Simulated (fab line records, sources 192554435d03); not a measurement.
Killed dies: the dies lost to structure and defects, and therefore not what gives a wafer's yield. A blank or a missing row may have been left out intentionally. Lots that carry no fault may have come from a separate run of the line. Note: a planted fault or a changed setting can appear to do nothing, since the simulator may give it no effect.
Split-lot trial :: flow n5-finfet :: on a route of 1938 steps: 7 lots, 21 wafers read

== ON THE SPLIT ==
At N5_FIN_SAQP_COAT_50 (time 60 s, resist thk 35 nm), the setting spin-rpm was moved away from the recipe's 1500 rpm on 5 of the 21 wafers read, by -7.7% to +9.7%. All remaining wafers had this setting at the recipe value.

== FROM THE SPLIT TO THE READING: what the file shows between them, 4 steps ==
- N5_FIN_SAQP_COAT_10: resist thk 90 nm
- N5_FIN_SAQP_EBR_12
- N5_FIN_SAQP_DESCUM_21: chemistry O2, time 7.9 s
- N5_FIN_SAQP_ETCH_51: etches SiARC in CF4, target depth 45.5 nm, time 75.8 s

== THE READING ==
SiARC_of_FIN_SAQP_COAT_50.thk-nm (the simulator's own value, which no gauge read), in nm, at N5_FIN_SAQP_ETCH_52 (etches SOC in N2/H2, target depth 100 nm, overetch 20 nm, time 150 s). The file does not state a usual value for it. Across the 16 wafers here that went through the recipe, the average is 29.25 nm and the standard deviation 0.19 nm.

wafer: L078.1
tool, chamber at the split: litho-track-02, 0
spin-rpm as run, rpm: 1500
against the recipe: recipe
SiARC_of_FIN_SAQP_COAT_50.thk-nm, nm: 29.23
against lot-mates on the recipe: -

wafer: L078.2
tool, chamber at the split: litho-track-02, 0
spin-rpm as run, rpm: 1500
against the recipe: recipe
SiARC_of_FIN_SAQP_COAT_50.thk-nm, nm: 29.28
against lot-mates on the recipe: -

wafer: L078.5
tool, chamber at the split: litho-track-02, 0
spin-rpm as run, rpm: 1500
against the recipe: recipe
SiARC_of_FIN_SAQP_COAT_50.thk-nm, nm: 29.51
against lot-mates on the recipe: -

wafer: L080.2
tool, chamber at the split: litho-track-04, 0
spin-rpm as run, rpm: 1500
against the recipe: recipe
SiARC_of_FIN_SAQP_COAT_50.thk-nm, nm: 29.08
against lot-mates on the recipe: -

wafer: L080.3
tool, chamber at the split: litho-track-04, 0
spin-rpm as run, rpm: 1500
against the recipe: recipe
SiARC_of_FIN_SAQP_COAT_50.thk-nm, nm: 29
against lot-mates on the recipe: -

wafer: L080.4
tool, chamber at the split: litho-track-04, 0
spin-rpm as run, rpm: 1500
against the recipe: recipe
SiARC_of_FIN_SAQP_COAT_50.thk-nm, nm: 29.37
against lot-mates on the recipe: -

wafer: L081.1
tool, chamber at the split: litho-track-05, 0
spin-rpm as run, rpm: 1500
against the recipe: recipe
SiARC_of_FIN_SAQP_COAT_50.thk-nm, nm: 29.59
against lot-mates on the recipe: -

wafer: L081.2
tool, chamber at the split: litho-track-05, 0
spin-rpm as run, rpm: 1500
against the recipe: recipe
SiARC_of_FIN_SAQP_COAT_50.thk-nm, nm: 29.13
against lot-mates on the recipe: -

wafer: L081.4
tool, chamber at the split: litho-track-05, 0
spin-rpm as run, rpm: 1645
against the recipe: +9.7%
SiARC_of_FIN_SAQP_COAT_50.thk-nm, nm: 27.53
against lot-mates on the recipe: -1.83

wafer: L082.1
tool, chamber at the split: litho-track-04, 0
spin-rpm as run, rpm: 1500
against the recipe: recipe
SiARC_of_FIN_SAQP_COAT_50.thk-nm, nm: 29.3
against lot-mates on the recipe: -

wafer: L082.2
tool, chamber at the split: litho-track-04, 0
spin-rpm as run, rpm: 1500
against the recipe: recipe
SiARC_of_FIN_SAQP_COAT_50.thk-nm, nm: 29.15
against lot-mates on the recipe: -

wafer: L082.5
tool, chamber at the split: litho-track-04, 0
spin-rpm as run, rpm: 1500
against the recipe: recipe
SiARC_of_FIN_SAQP_COAT_50.thk-nm, nm: 29.16
against lot-mates on the recipe: -

wafer: L087.2
tool, chamber at the split: litho-track-05, 0
spin-rpm as run, rpm: 1500
against the recipe: recipe
SiARC_of_FIN_SAQP_COAT_50.thk-nm, nm: 29.45
against lot-mates on the recipe: -

wafer: L087.4
tool, chamber at the split: litho-track-05, 0
spin-rpm as run, rpm: 1500
against the recipe: recipe
SiARC_of_FIN_SAQP_COAT_50.thk-nm, nm: 29.11
against lot-mates on the recipe: -

wafer: L087.5
tool, chamber at the split: litho-track-05, 0
spin-rpm as run, rpm: 1500
against the recipe: recipe
SiARC_of_FIN_SAQP_COAT_50.thk-nm, nm: 29.53
against lot-mates on the recipe: -

wafer: L089.2
tool, chamber at the split: litho-track-04, 0
spin-rpm as run, rpm: 1500
against the recipe: recipe
SiARC_of_FIN_SAQP_COAT_50.thk-nm, nm: 29.2
against lot-mates on the recipe: -

wafer: L089.3
tool, chamber at the split: litho-track-04, 0
spin-rpm as run, rpm: 1413
against the recipe: -5.8%
SiARC_of_FIN_SAQP_COAT_50.thk-nm, nm: 30.2
against lot-mates on the recipe: +1.00

wafer: L089.5
tool, chamber at the split: litho-track-04, 0
spin-rpm as run, rpm: 1413
against the recipe: -5.8%
SiARC_of_FIN_SAQP_COAT_50.thk-nm, nm: 30.32
against lot-mates on the recipe: +1.12

wafer: L094.1
tool, chamber at the split: litho-track-04, 0
spin-rpm as run, rpm: 1500
against the recipe: recipe
SiARC_of_FIN_SAQP_COAT_50.thk-nm, nm: 28.9
against lot-mates on the recipe: -

wafer: L094.2
tool, chamber at the split: litho-track-04, 0
spin-rpm as run, rpm: 1384
against the recipe: -7.7%
SiARC_of_FIN_SAQP_COAT_50.thk-nm, nm: 30.79
against lot-mates on the recipe: +1.89

wafer: L094.6
tool, chamber at the split: litho-track-04, 0
spin-rpm as run, rpm: 1384
against the recipe: -7.7%
SiARC_of_FIN_SAQP_COAT_50.thk-nm, nm: 30.92
against lot-mates on the recipe: +2.02

THE FIT
A straight line over all 21 wafers: SiARC_of_FIN_SAQP_COAT_50.thk-nm changes by -0.189 nm for each +1% of spin-rpm; r = -0.97; the points scatter about the line by 0.19 nm.
The same after taking each lot's own level away (the mean of its wafers on the recipe; 21 wafers): -0.213 nm for each +1%; r = -0.97; scatter 0.18 nm.
On that fit, the largest move of spin-rpm shifts the reading by 2.1 nm.
Measured against the standard deviation above, the lots' own levels, which go from 28.900 to 29.363 nm, span 2.4 times it.
So the lot-to-lot level changes the slope: the two fits differ.
Check: with one of the wafers moved furthest among these (+9.7%) left out of the fit, the line predicts -2.22 nm for it against its lot-mates. Against them it came out at -1.83 nm.

== THE WHOLE CHAIN: every reading that the file lists as answering this split, in the file's order ==
step: N5_FIN_SAQP_COAT_50
what it does: time 60 s, resist thk 35 nm
reading: SiARC_of_FIN_SAQP_COAT_50.thk-nm (the simulator's own value, which no gauge read)
change (the file's fit): -0.176 nm for each +1% of the setting
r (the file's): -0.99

step: N5_FIN_SAQP_ETCH_51
what it does: etches SiARC in CF4, target depth 45.5 nm, time 75.8 s
reading: etch.depth-nm (the simulator's own value, which no gauge read)
change (the file's fit): -0.176 nm for each +1% of the setting
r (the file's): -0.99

step: N5_FIN_SAQP_ETCH_51
what it does: etches SiARC in CF4, target depth 45.5 nm, time 75.8 s
reading: CAR-ArF_of_FIN_SAQP_COAT_10.thk-nm (the simulator's own value, which no gauge read)
change (the file's fit): +0.154 nm for each +1% of the setting
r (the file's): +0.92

step: N5_FIN_SAQP_ETCH_52
what it does: etches SOC in N2/H2, target depth 100 nm, overetch 20 nm, time 150 s
reading: SiARC_of_FIN_SAQP_COAT_50.thk-nm (the simulator's own value, which no gauge read)
change (the file's fit): -0.208 nm for each +1% of the setting
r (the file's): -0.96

== THE FILE'S OWN FIT ==
SiARC_of_FIN_SAQP_COAT_50.thk-nm changes by -0.208 nm for each +1% of spin-rpm, r = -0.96.
